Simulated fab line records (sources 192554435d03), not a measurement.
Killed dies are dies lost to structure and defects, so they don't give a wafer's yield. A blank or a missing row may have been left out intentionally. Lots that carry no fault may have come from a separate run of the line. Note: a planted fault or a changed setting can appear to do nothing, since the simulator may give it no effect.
Which tool is to blame?    flow n5_finfet    Sampling: 24 lots, 72 wafers, 4 of 1938 route steps

== WHAT THE GAUGES READ, wafer by wafer ==
N5_BEOL_M11_THK_MEAS_53: measures by xrf.
lot   measured      on             M11_THK (nm)
L075  day 11 10:07  film_metro-02  144 144 145
L074  day 11 17:27  film_metro-02  143 146 137
L076  day 12 01:04  film_metro-01  143 144 143
L080  day 12 13:20  film_metro-01  139 139 137
L078  day 12 17:18  film_metro-01  142 139 136
L077  day 12 18:47  film_metro-02  144 139 143
L079  day 13 02:22  film_metro-01  144 139 142
L081  day 13 18:54  film_metro-02  139 141 143
L082  day 13 20:22  film_metro-01  145 144 144
L083  day 14 11:14  film_metro-02  139 148 140
L084  day 14 13:15  film_metro-01  140 137 141
L085  day 15 07:09  film_metro-02  145 147 145
L086  day 15 07:02  film_metro-02  144 141 139
L088  day 15 14:41  film_metro-01  143 144 143
L089  day 15 22:09  film_metro-01  143 142 141
L087  day 16 00:47  film_metro-01  142 135 144
L093  day 16 03:38  film_metro-01  145 142 141
L091  day 16 12:17  film_metro-02  145 144 145
L090  day 16 16:32  film_metro-02  145 145 143
L094  day 16 23:24  film_metro-01  143 138 132
L092  day 16 23:10  film_metro-01  147 145 145
L095  day 16 23:59  film_metro-01  142 148 145
L096  day 18 00:52  film_metro-02  142 143 146
L097  day 18 20:13  film_metro-01  140 145 143

== EACH LOT AND THE TOOL THAT RAN IT (in order: tool; ch and the chambers of the sampled wafers; start) ==
lot   N5_BEOL_M11_ETCH_41                            N5_BEOL_M11_DEGAS_44          N5_BEOL_M11_ALD_74
L075  rie_diel-05 ch 1,2, day 11 06:40 or earlier    pvd_sputter-01, day 11 06:40  ald_metal-01 ch 0,2,3, day 11 07:00
L074  rie_diel-06 ch 0,1,3, day 11 15:42 or earlier  pvd_sputter-02, day 11 15:42  ald_metal-04 ch 0,3, day 11 15:48
L076  rie_diel-05 ch 0,1,3, day 11 21:58 or earlier  pvd_sputter-01, day 11 21:58  ald_metal-04 ch 0,3, day 11 22:04
L080  rie_diel-06 ch 2,3, day 12 11:25 or earlier    pvd_sputter-03, day 12 11:25  ald_metal-01 ch 1,2,3, day 12 11:31
L078  rie_diel-06 ch 2,3, day 12 14:57 or earlier    pvd_sputter-03, day 12 14:57  ald_metal-01 ch 1,2, day 12 15:03
L077  rie_diel-02 ch 1,2,3, day 12 17:17 or earlier  pvd_sputter-02, day 12 17:17  ald_metal-02 ch 0,2, day 12 17:23
L079  rie_diel-06 ch 2,3, day 13 00:40 or earlier    pvd_sputter-01, day 13 00:40  ald_metal-01 ch 1,2,3, day 13 01:00
L081  rie_diel-06 ch 2,3, day 13 16:10 or earlier    pvd_sputter-02, day 13 16:10  ald_metal-02 ch 0,1,2, day 13 16:19
L082  rie_diel-05 ch 0,1, day 13 18:46 or earlier    pvd_sputter-02, day 13 18:46  ald_metal-04 ch 0,1,3, day 13 18:52
L083  rie_diel-06 ch 1,2,3, day 14 09:20 or earlier  pvd_sputter-03, day 14 09:20  ald_metal-02 ch 1,2,3, day 14 09:27
L084  rie_diel-06 ch 0,2,3, day 14 11:40 or earlier  pvd_sputter-03, day 14 11:40  ald_metal-01 ch 1,3, day 14 11:46
L085  rie_diel-05 ch 0,2, day 15 03:59 or earlier    pvd_sputter-03, day 15 03:59  ald_metal-01 ch 0,2,3, day 15 04:06
L086  rie_diel-06 ch 1,2,3, day 15 05:02 or earlier  pvd_sputter-01, day 15 05:02  ald_metal-02 ch 0,1,2, day 15 05:08
L088  rie_diel-05 ch 0,3, day 15 12:54 or earlier    pvd_sputter-03, day 15 12:54  ald_metal-01 ch 0,1,2, day 15 13:01
L089  rie_diel-05 ch 0,2,3, day 15 20:41 or earlier  pvd_sputter-03, day 15 20:41  ald_metal-01 ch 0,1,2, day 15 20:48
L087  rie_diel-06 ch 0,2,3, day 15 21:31 or earlier  pvd_sputter-02, day 15 21:31  ald_metal-04 ch 1,2,3, day 15 21:37
L093  rie_diel-06 ch 1,2, day 16 01:55 or earlier    pvd_sputter-03, day 16 01:55  ald_metal-04 ch 0,1, day 16 02:01
L091  rie_diel-05 ch 0,1,2, day 16 10:45 or earlier  pvd_sputter-01, day 16 10:45  ald_metal-04 ch 1,2,3, day 16 10:52
L090  rie_diel-05 ch 0,3, day 16 14:59 or earlier    pvd_sputter-01, day 16 14:59  ald_metal-01 ch 1,2, day 16 15:05
L094  rie_diel-06 ch 1,2,3, day 16 20:48 or earlier  pvd_sputter-02, day 16 20:48  ald_metal-01 ch 0,2,3, day 16 20:54
L092  rie_diel-05 ch 0,2,3, day 16 20:43 or earlier  pvd_sputter-02, day 16 20:43  ald_metal-04 ch 0,3, day 16 20:50
L095  rie_diel-02 ch 2,3, day 16 21:21 or earlier    pvd_sputter-03, day 16 21:21  ald_metal-04 ch 0,1,3, day 16 21:33
L096  rie_diel-06 ch 1,2, day 17 23:08 or earlier    pvd_sputter-02, day 17 23:08  ald_metal-02 ch 1,2,3, day 17 23:22
L097  rie_diel-05 ch 0,1,2, day 18 18:34 or earlier  pvd_sputter-01, day 18 18:34  ald_metal-02 ch 0,1, day 18 18:43
- N5_BEOL_M11_ETCH_41: etches SiCN in CH3F/O2, target depth 42.6 nm, time 86 s.
- N5_BEOL_M11_DEGAS_44: time 60 s.
- N5_BEOL_M11_ALD_74: deposits TaN, target thk 2 nm, pulse time 2 s, purge time 3 s.

== WHAT THE TOOLS THEMSELVES READ (means of the sampled wafers that have a number; where no wafer has one, the mark that the record gives instead) ==
N5_BEOL_M11_ETCH_41.
lot   tool         drypump_motor_current_A (A)  oes_product_au (a.u.)  rf_vpp_V (V)  showerhead_plenum_p_Torr (Torr)  throttle_valve_pct (%)
L075  rie_diel-05  6.0                          0.80                   298.1         2.03                             16.11
L074  rie_diel-06  5.8                          0.72                   297.0         1.98                             16.50
L076  rie_diel-05  5.3                          0.83                   297.0         1.99                             16.23
L080  rie_diel-06  5.6                          0.72                   299.4         2.07                             16.48
L078  rie_diel-06  5.6                          0.70                   299.2         2.07                             16.48
L077  rie_diel-02  5.8                          0.80                   297.0         1.95                             16.23
L079  rie_diel-06  5.6                          0.72                   299.2         2.07                             16.49
L081  rie_diel-06  5.6                          0.71                   299.6         2.07                             16.49
L082  rie_diel-05  5.5                          0.73                   297.3         2.01                             16.26
L083  rie_diel-06  5.9                          0.79                   298.0         2.03                             16.32
L084  rie_diel-06  5.5                          0.72                   296.8         2.02                             16.56
L085  rie_diel-05  5.5                          0.80                   297.0         1.97                             16.11
L086  rie_diel-06  5.9                          0.78                   298.7         2.03                             16.34
L088  rie_diel-05  5.2                          0.82                   296.6         1.95                             16.21
L089  rie_diel-05  5.5                          0.82                   295.5         1.97                             16.20
L087  rie_diel-06  5.4                          0.71                   298.1         2.02                             16.59
L093  rie_diel-06  5.9                          0.78                   297.6         2.03                             16.32
L091  rie_diel-05  5.7                          0.85                   297.5         2.00                             16.07
L090  rie_diel-05  5.2                          0.81                   295.8         1.95                             16.24
L094  rie_diel-06  6.0                          0.76                   297.2         2.02                             16.36
L092  rie_diel-05  5.5                          0.81                   297.6         1.97                             16.20
L095  rie_diel-02  5.8                          0.80                   296.1         1.94                             16.19
L096  rie_diel-06  5.9                          0.76                   297.7         2.03                             16.36
L097  rie_diel-05  5.7                          0.82                   297.3         1.99                             16.10

N5_BEOL_M11_DEGAS_44.
lot   tool            heater_power_w (W)  susceptor_temp_C (C)
L075  pvd_sputter-01  324                 250.09
L074  pvd_sputter-02  330                 249.86
L076  pvd_sputter-01  329                 249.99
L080  pvd_sputter-03  341                 249.97
L078  pvd_sputter-03  299                 249.82
L077  pvd_sputter-02  346                 249.90
L079  pvd_sputter-01  335                 250.03
L081  pvd_sputter-02  372                 249.92
L082  pvd_sputter-02  349                 250.19
L083  pvd_sputter-03  335                 250.10
L084  pvd_sputter-03  318                 249.97
L085  pvd_sputter-03  323                 249.88
L086  pvd_sputter-01  321                 249.91
L088  pvd_sputter-03  332                 249.97
L089  pvd_sputter-03  337                 249.93
L087  pvd_sputter-02  346                 250.02
L093  pvd_sputter-03  300                 249.90
L091  pvd_sputter-01  302                 250.17
L090  pvd_sputter-01  328                 250.04
L094  pvd_sputter-02  330                 249.84
L092  pvd_sputter-02  351                 250.00
L095  pvd_sputter-03  318                 250.06
L096  pvd_sputter-02  318                 250.10
L097  pvd_sputter-01  328                 249.96

N5_BEOL_M11_ALD_74.
lot   tool          heater_power_w (W)  mfc_carrier_sccm (sccm)  susceptor_temp_C (C)
L075  ald_metal-01  421                 1500                     275.00
L074  ald_metal-04  364                 1505                     275.15
L076  ald_metal-04  364                 1497                     275.20
L080  ald_metal-01  469                 1500                     275.07
L078  ald_metal-01  492                 1501                     275.10
L077  ald_metal-02  415                 1501                     275.07
L079  ald_metal-01  467                 1501                     274.98
L081  ald_metal-02  429                 1503                     274.85
L082  ald_metal-04  394                 1502                     275.02
L083  ald_metal-02  442                 1500                     274.95
L084  ald_metal-01  439                 1498                     274.83
L085  ald_metal-01  418                 1500                     275.23
L086  ald_metal-02  437                 1500                     275.02
L088  ald_metal-01  472                 1499                     274.92
L089  ald_metal-01  470                 1497                     274.84
L087  ald_metal-04  408                 1500                     275.01
L093  ald_metal-04  391                 1501                     275.00
L091  ald_metal-04  400                 1496                     274.91
L090  ald_metal-01  516                 1501                     275.02
L094  ald_metal-01  419                 1501                     275.13
L092  ald_metal-04  351                 1501                     274.88
L095  ald_metal-04  374                 1499                     275.08
L096  ald_metal-02  443                 1498                     275.01
L097  ald_metal-02  437                 1504                     274.87

== THE ANSWER, worked out from the rows above alone ==
Rule: usual is defined by the lots themselves. Put in order of their means at a reading, lots are off if they are a third of the lots or fewer, leave a main group of 4 or more, and stand apart from it by a gap of 3 or more times the standard deviation of the main group's means; of several such gaps the widest counts. A main group is skipped when, at the precision printed for the reading in the tables above, its means are all equal. Also off: a lot with no number at a reading for which 4 or more lots have one. All remaining lots with rows at the step are treated as sound. After the gauges, taken in route order, come the tools' own readings; for these a lot's mean is taken, as printed above. At the first step where some lot is off, the reading lying furthest off is the one used; lots without a number count as furthest.
None of the lots is off at any reading shown; this tells nothing.

== WHAT THE SIMULATOR PUT IN ==
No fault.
